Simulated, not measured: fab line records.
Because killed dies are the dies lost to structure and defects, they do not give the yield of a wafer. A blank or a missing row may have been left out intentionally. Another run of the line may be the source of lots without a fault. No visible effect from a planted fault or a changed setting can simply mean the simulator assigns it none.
Chamber matching	flow n5_finfet	N5_BEOL_M0_SAQP_PECVD_96 on pecvd-03 has 3 sister chambers
The step deposits a-Si from SiH4/He, target thk 45 nm, time 45.2 s. 6 wafers are shown with their chamber, then 8 later ones without.

WAFERS WITH THEIR CHAMBER
wafer	chamber	throttle_valve_pct (%)	showerhead_plenum_p_Torr (Torr)
L075.1	2	17.0	5.67
L081.3	2	17.1	5.67
L082.1	0	18.6	5.64
L082.3	1	18.9	5.74
L082.6	0	18.6	5.63
L090.1	1	18.8	5.75

WAFERS WHOSE CHAMBER IS MISSING
wafer	throttle_valve_pct (%)	showerhead_plenum_p_Torr (Torr)
L090.2	17.0	5.68
L090.3	18.9	5.63
L091.2	18.7	5.75
L091.4	17.0	5.67
L091.5	19.0	5.65
L093.1	17.2	5.65
L093.3	18.6	5.73
L093.5	16.8	5.67

THE CHAMBER EACH PASSED THROUGH
wafer	from the rows above	in truth
L090.2	2	2
L090.3	0	0
L091.2	1	1
L091.4	2	2
L091.5	0	0
L093.1	2	2
L093.3	1	1
L093.5	2	2
8 of 8 placed correctly. From these rows, 0 cannot be placed. Placed wrongly: 0.
How it was worked out, from the rows above alone: a wafer's distance from a chamber is the root of the sum, over the readings, of the square of ((its reading less the chamber's mean) divided by the reading's scatter). The wafer belongs to the nearest chamber; if the next one is less than 2 further off, it can't be placed. A chamber's mean is the mean of its shown wafers. How the scatter is found: for the shown wafers, subtract from each reading the mean of its chamber, square and add these, divide the total by (wafers less chambers), then take the root.
